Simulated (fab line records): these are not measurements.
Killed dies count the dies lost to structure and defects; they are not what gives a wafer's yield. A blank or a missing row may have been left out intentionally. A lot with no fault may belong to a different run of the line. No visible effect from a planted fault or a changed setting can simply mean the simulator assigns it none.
Code-filled problem report in 8D (eight disciplines) form + flow n5-finfet + the parts of the form that need people (team, actions taken, sign-off) are left out

1. WHAT IS WRONG
M0_ABLK_OVL at N5_BEOL_M0_CUTY_OVL_MEAS_58 reads a mean of 9.4 nm on 6 wafers of 2 lots; wafers without a fault read 0.0 nm with a standard deviation of 0.85. That is +11 standard deviations from the usual mean.
First seen on wafer L221.1, day 7 14:22, on overlay-02. At this step, 18 wafers from 6 lots have a number in the record. Rule for "out", or "out of limits": more than 4 standard deviations from the usual mean. The rest of the wafers with a number are treated as sound.

2. WHAT THIS IS AND IS NOT
| question                    | is                     | is not                                                                         |
|-----------------------------|------------------------|--------------------------------------------------------------------------------|
| which readings at this step | M0_ABLK_OVL            | -                                                                              |
| which lots                  | L221, L225             | L214, L222, L232, L237                                                         |
| which wafers of those lots  | all that have a number | -                                                                              |
| read on which gauges        | overlay-01, overlay-02 | -                                                                              |
| when                        | from day 7 14:22       | up to then (3 sound wafers); but 9 sound wafers of L222, L232, L237 came after |

3. SUSPECTS, AND WHAT RULES EACH OUT
Counting: any tool at a process step up to the reading is kept as a suspect provided that every lot that is out went through it and no sound lot did after the first of them.
- ruled out: the gauge at N5_BEOL_M0_CUTY_OVL_MEAS_58. Those wafers that are out were read across 2 gauges (overlay-01, overlay-02).
- arfi-scanner-02 at N5_BEOL_M0_CUTY_EXPOSE_54 (exposes mask M0 ABLK): kept. It processed each lot that is out, first L221 at day 7 14:13, and no sound lot thereafter; up to then, the last sound lot it processed was L214 at day 5 21:52.
Remaining after the count: arfi-scanner-02 at N5_BEOL_M0_CUTY_EXPOSE_54.

4. THE CAUSE (what the simulator had put in)
Scanner matching overlay: arfi-scanner-02, from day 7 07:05 on, at N5_BEOL_M0_CUTY_EXPOSE_54. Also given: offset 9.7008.
Counting left only this tool.

5. SEQUENCE OF EFFECTS, ordered by route
Rows list readings where the struck wafers' mean (over those with a number) sits beyond 3 standard deviations from the usual. Only readings for which the record gives a usual standard deviation are gone through. hours: the time from each lot's start at the first step in this table that gives one to its start at this step, as a median over the lots. sigmas: the change in usual standard deviations.
| hours | step                        | reading     | usual  | on struck wafers | change | sigmas |
|-------|-----------------------------|-------------|--------|------------------|--------|--------|
| 0     | N5_BEOL_M0_CUTY_OVL_MEAS_58 | M0_ABLK_OVL | 0.0 nm | 9.4              | +9.4   | +11    |
Later steps that measure or inspect, where all struck wafers having a row at the step show a number for every such reading and not one has moved that far: N5_BEOL_M0_CUTY_INSPECT_59, N5_BEOL_M4_RC_MEAS_101.

6. HOW IT WOULD HAVE BEEN CAUGHT EARLIER
The first out-of-limits reading at a measuring or inspecting step in this record came at day 7 14:22, 7 hours after the fault's start at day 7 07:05.
Of the lots that are out (2), L225 began N5_BEOL_M0_CUTY_EXPOSE_54 on arfi-scanner-02 after day 7 14:22. It would have been spared by a hold on the tool at that moment.
